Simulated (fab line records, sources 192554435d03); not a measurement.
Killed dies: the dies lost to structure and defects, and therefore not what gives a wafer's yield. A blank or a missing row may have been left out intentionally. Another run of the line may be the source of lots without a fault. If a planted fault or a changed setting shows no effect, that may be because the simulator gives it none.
Which tool did it? | flow n5Finfet | Sampling: 10 lots, 30 wafers, 4 of 1938 route steps

WHAT THE GAUGES SHOWED, per wafer
N5_BEOL_M4_RC_MEAS_101.
lot  | measured     | on        | DIBL_N (mV/V)  | DIBL_P (mV/V)  | IOFF_N (nA/um) | IOFF_P (nA/um) | IOFF_P_85C (nA/um) | IOFF_P_LIN (nA/um) | ION_N (uA/um) | ION_P (uA/um) | REXT_P (ohm.um)   | SS_N (mV/dec)  | SS_P (mV/dec)  | VT_N (mV)   | VT_P (mV)      | VT_P_LVT (mV)
L471 | day 9 11:10  | prober-01 | 39.2 37.5 33.2 | 40.5 39.0 32.6 | 0.22 0.17 0.10 | 0.34 0.29 0.18 | 5.4 4.7 3.2        | 0.147 0.129 0.094  | 686 677 646   | 483 471 455   | 97.8 98.0 98.1    | 71.1 71.0 69.9 | 74.5 73.9 72.5 | 243 247 255 | -239 -244 -252 | -91.4 -94.5 -99.7
L473 | day 10 02:23 | prober-02 | 37.3 33.2 34.2 | 37.3 32.7 34.5 | 0.16 0.11 0.13 | 0.25 0.18 0.20 | 4.3 3.2 3.6        | 0.119 0.093 0.101  | 690 685 676   | 480 474 477   | 99.8 99.2 99.6    | 71.2 70.0 70.5 | 73.6 72.5 72.5 | 248 253 251 | -247 -250 -249 | -97.0 -99.4 -97.7
L474 | day 9 21:14  | prober-02 | 35.1 36.8 35.6 | 35.1 37.9 36.8 | 0.14 0.16 0.15 | 0.18 0.22 0.21 | 3.2 3.8 3.6        | 0.090 0.102 0.098  | 679 668 680   | 466 460 469   | 100.9 101.5 101.9 | 71.7 71.1 70.9 | 72.6 74.0 72.8 | 252 253 250 | -252 -251 -249 | -98.8 -96.0 -96.9
L476 | day 10 06:55 | prober-02 | 35.6 37.4 34.8 | 35.6 37.6 36.4 | 0.12 0.16 0.13 | 0.20 0.22 0.21 | 3.4 3.7 3.6        | 0.094 0.100 0.100  | 653 651 661   | 462 448 462   | 98.4 100.4 99.6   | 71.6 72.3 70.8 | 72.9 73.5 73.2 | 255 252 253 | -250 -251 -248 | -98.7 -97.6 -96.9
L478 | day 10 21:10 | prober-01 | 35.9 37.0 38.1 | 35.8 38.1 38.4 | 0.14 0.17 0.18 | 0.16 0.21 0.22 | 3.0 3.8 3.8        | 0.078 0.093 0.096  | 675 661 685   | 454 455 465   | 98.0 97.9 96.2    | 71.9 71.1 72.2 | 73.2 74.0 74.1 | 254 250 250 | -256 -252 -254 | -100.9 -97.5 -96.3
L479 | day 10 22:46 | prober-01 | 36.2 36.9 35.3 | 36.5 37.1 35.5 | 0.14 0.16 0.13 | 0.21 0.23 0.20 | 3.6 3.8 3.5        | 0.098 0.106 0.098  | 674 673 674   | 459 467 465   | 101.7 100.3 101.4 | 71.4 71.7 71.0 | 73.3 74.2 73.5 | 256 251 251 | -252 -245 -250 | -102.3 -99.9 -101.5
L480 | day 11 09:17 | prober-02 | 36.3 37.3 36.5 | 31.7 32.8 32.8 | 0.15 0.16 0.16 | 0.11 0.12 0.11 | 2.0 2.2 2.2        | 0.056 0.060 0.058  | 678 659 681   | 429 420 424   | 126.0 124.4 126.6 | 71.1 71.4 71.4 | 72.4 72.9 72.8 | 252 250 247 | -265 -261 -263 | -113.5 -112.3 -113.2
L481 | day 11 17:17 | prober-02 | 34.1 33.8 33.7 | 28.4 27.7 27.6 | 0.13 0.12 0.12 | 0.09 0.08 0.08 | 1.8 1.7 1.7        | 0.050 0.049 0.047  | 650 656 642   | 409 415 401   | 126.6 125.1 124.6 | 71.7 71.4 71.3 | 71.8 71.9 71.8 | 254 256 258 | -266 -265 -264 | -114.7 -115.4 -116.1
L493 | day 14 07:49 | prober-02 | 38.0 39.0 37.8 | 37.2 39.1 36.6 | 0.19 0.23 0.18 | 0.26 0.31 0.25 | 4.3 4.9 4.2        | 0.120 0.133 0.116  | 699 682 674   | 472 467 463   | 103.2 105.0 102.8 | 71.8 71.8 72.4 | 73.5 74.1 73.6 | 249 245 248 | -244 -244 -245 | -94.9 -93.2 -94.8
L494 | day 14 16:10 | prober-01 | 37.0 36.8 38.7 | 38.4 38.0 39.6 | 0.17 0.17 0.20 | 0.22 0.24 0.26 | 3.9 4.1 4.3        | 0.104 0.109 0.113  | 674 676 694   | 467 459 470   | 102.0 99.8 100.9  | 71.4 72.2 72.2 | 73.3 74.1 73.6 | 251 248 249 | -250 -248 -248 | -97.6 -96.4 -96.3

WHICH TOOL RAN EACH LOT (tool, then ch and the chambers of the sampled wafers, then the start)
lot  | N5_SD_EPI_P_VAPOR_ETCH_44     | N5_BEOL_M4_SPUTTER_92       | N5_BEOL_M4_ANNEAL_93
L471 | epiRpcvd-03 ch 0, day 3 11:09 | pvdSputter-02, day 9 09:20  | pvdSputter-02, day 9 09:25
L473 | epiRpcvd-03 ch 0, day 3 22:50 | pvdSputter-03, day 10 00:39 | pvdSputter-03, day 10 00:44
L474 | epiRpcvd-04 ch 0, day 4 02:38 | pvdSputter-02, day 9 19:31  | pvdSputter-02, day 9 19:36
L476 | epiRpcvd-03 ch 0, day 4 11:35 | pvdSputter-01, day 10 05:21 | pvdSputter-01, day 10 05:26
L478 | epiRpcvd-03 ch 0, day 5 01:11 | pvdSputter-03, day 10 19:11 | pvdSputter-03, day 10 19:16
L479 | epiRpcvd-03 ch 0, day 5 07:30 | pvdSputter-01, day 10 20:55 | pvdSputter-01, day 10 21:00
L480 | epiRpcvd-03 ch 0, day 5 13:18 | pvdSputter-01, day 11 07:35 | pvdSputter-01, day 11 07:40
L481 | epiRpcvd-03 ch 0, day 5 18:43 | pvdSputter-03, day 11 15:41 | pvdSputter-03, day 11 15:46
L493 | epiRpcvd-03 ch 0, day 8 20:04 | pvdSputter-01, day 14 05:10 | pvdSputter-01, day 14 05:14
L494 | epiRpcvd-02 ch 0, day 9 01:04 | pvdSputter-02, day 14 14:19 | pvdSputter-02, day 14 14:23
- N5_SD_EPI_P_VAPOR_ETCH_44: etches SiGe30 in NF3/Ar, time 3.3 s.
- N5_BEOL_M4_SPUTTER_92: material Cu, target thk 4.5 nm, time 8.29 s.
- N5_BEOL_M4_ANNEAL_93: time 240 s.

AS READ BY THE TOOLS THEMSELVES (means over the sampled wafers that have a number; for cases with no such wafer, the mark the record gives instead)
N5_BEOL_M4_SPUTTER_92.
lot  | tool          | throttleValvePct (%)
L471 | pvdSputter-02 | 29.9
L473 | pvdSputter-03 | 30.0
L474 | pvdSputter-02 | 31.3
L476 | pvdSputter-01 | 29.5
L478 | pvdSputter-03 | 31.3
L479 | pvdSputter-01 | 28.7
L480 | pvdSputter-01 | 30.2
L481 | pvdSputter-03 | 30.8
L493 | pvdSputter-01 | 30.4
L494 | pvdSputter-02 | 30.3

N5_BEOL_M4_ANNEAL_93.
lot  | tool          | heaterPowerW (W)
L471 | pvdSputter-02 | 878
L473 | pvdSputter-03 | 928
L474 | pvdSputter-02 | 938
L476 | pvdSputter-01 | 784
L478 | pvdSputter-03 | 749
L479 | pvdSputter-01 | 836
L480 | pvdSputter-01 | 812
L481 | pvdSputter-03 | 809
L493 | pvdSputter-01 | 749
L494 | pvdSputter-02 | 814

THE ANSWER, worked out from the rows above alone
Rule: the usual values come from the lots themselves. The widest of any qualifying gaps counts: lots, ordered by their means at a reading, are off when they make up no more than a third of the lots, leave a main group of 4 or more, and stand apart from it by 3 or more times the standard deviation of that group's means. The tables above print the reading to a certain number of digits; a main group whose means all agree to those digits is not used. Also off: a lot with no number at a reading for which 4 or more lots have one. Where the step has rows for the other lots, those lots are counted as sound. First the gauges in route order, then the tools' own readings, where a lot's mean is used as printed above. The first step at which some lot is off is used, and at that step the reading that is off furthest; a lot without a number counts as furthest.
Off: L480, L481, seen at N5_BEOL_M4_RC_MEAS_101 (REXT_P). The main group: mean 100.2 ohm.um, standard deviation 1.9.
A tool fits if, at a process step before that reading, it ran every lot that is off, and no sound lot after the first of them. Gauges at N5_BEOL_M4_RC_MEAS_101: tried the same way as those tools. No candidate that was tried fits.

WHAT THE SIMULATOR PUT IN
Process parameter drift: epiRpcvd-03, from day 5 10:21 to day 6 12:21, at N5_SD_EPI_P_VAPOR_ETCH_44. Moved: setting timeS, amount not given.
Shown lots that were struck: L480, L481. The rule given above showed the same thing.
